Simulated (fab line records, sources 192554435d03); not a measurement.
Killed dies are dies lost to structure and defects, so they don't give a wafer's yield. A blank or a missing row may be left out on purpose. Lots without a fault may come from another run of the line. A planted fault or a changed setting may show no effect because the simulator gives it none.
Chamber matching | flow n5_finfet | N5_SDB_STRIP_21 on rie_diel-05: 4 sister chambers
The step strips in CF4. 8 wafers are shown with their chamber, then 11 later ones without.

WAFERS WITH THEIR CHAMBER
wafer  | chamber | drypump_motor_current_A (A) | throttle_valve_pct (%)
L089.2 | 3       | 4.9                         | 13.72
L089.5 | 1       | 5.2                         | 13.77
L090.4 | 0       | 5.9                         | 13.12
L090.5 | 2       | 5.5                         | 13.32
L093.1 | 1       | 5.2                         | 13.78
L093.2 | 3       | 4.8                         | 13.74
L093.3 | 0       | 5.9                         | 13.16
L093.4 | 2       | 5.5                         | 13.36

WAFERS WITHOUT THEIR CHAMBER
wafer  | drypump_motor_current_A (A) | throttle_valve_pct (%)
L093.5 | 4.8                         | 13.75
L093.6 | 5.9                         | 13.15
L094.1 | 5.2                         | 13.80
L094.3 | 5.5                         | 13.36
L094.4 | 4.9                         | 13.74
L096.3 | 5.2                         | 13.79
L096.4 | 5.5                         | 13.37
L096.5 | 4.8                         | 13.78
L097.2 | 5.2                         | 13.80
L097.3 | 5.5                         | 13.38
L097.4 | 5.9                         | 13.17

WHICH CHAMBER EACH WENT THROUGH
wafer  | from the rows above | in truth
L093.5 | 3                   | 3
L093.6 | 0                   | 0
L094.1 | 1                   | 1
L094.3 | 2                   | 2
L094.4 | 3                   | 3
L096.3 | 1                   | 1
L096.4 | 2                   | 2
L096.5 | 3                   | 3
L097.2 | 1                   | 1
L097.3 | 2                   | 2
L097.4 | 0                   | 0
Placed correctly: 11 of 11. Can't be placed from these rows: 0. Placed wrongly: 0.
How it was worked out, from the rows above alone: a wafer's distance from a chamber is the root of the sum, over the readings, of the square of ((its reading less the chamber's mean) divided by the reading's scatter). The wafer belongs to the nearest chamber; if the next one is less than 2 further off, it can't be placed. A chamber's mean is the mean of its shown wafers. The scatter: the root of (the sum of the squares of (reading less its chamber's mean) over the shown wafers, divided by (wafers less chambers)).
